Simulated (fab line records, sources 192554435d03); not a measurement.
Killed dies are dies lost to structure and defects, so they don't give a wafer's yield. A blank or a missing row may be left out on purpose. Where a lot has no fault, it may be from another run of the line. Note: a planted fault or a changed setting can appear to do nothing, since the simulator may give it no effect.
Chamber matching	flow n5Finfet	rieDiel-06 running N5_BEOL_M5_DESCUM_16: 4 sister chambers
The step chemistry O2, time 7 s. 4 wafers are shown with their chamber, then 8 later ones without.

## WAFERS, EACH WITH ITS CHAMBER
wafer	chamber	drypumpMotorCurrentA (A)
L085.1	0	5.5
L085.2	2	5.7
L085.4	1	5.3
L087.3	3	6.8

## WAFERS WITHOUT THEIR CHAMBER
wafer	drypumpMotorCurrentA (A)
L087.5	5.4
L087.6	6.8
L092.1	5.5
L092.3	5.3
L092.6	5.5
L096.1	6.7
L096.3	5.5
L096.5	5.7

## EACH ONE'S CHAMBER
wafer	from the rows above	in truth
L087.5	can't be placed: 0 or 1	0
L087.6	3	3
L092.1	0	0
L092.3	1	1
L092.6	0	0
L096.1	3	3
L096.3	0	0
L096.5	2	2
Correctly placed: 7 of 8. Can't be placed from these rows: 1 (the true chamber is among the candidates in 1). 0 placed wrongly.
How it was worked out, from the rows above alone: a wafer's distance from a chamber is the root of the sum, over the readings, of the square of ((its reading less the chamber's mean) divided by the reading's scatter). If the next closest chamber is less than 2 further off than the closest, the wafer can't be placed; otherwise it belongs to the closest. For every chamber, the mean is computed from those of its wafers that are shown. The scatter: root of mean squared gap, hidden wafer to nearest shown wafer, with one shown wafer a chamber.
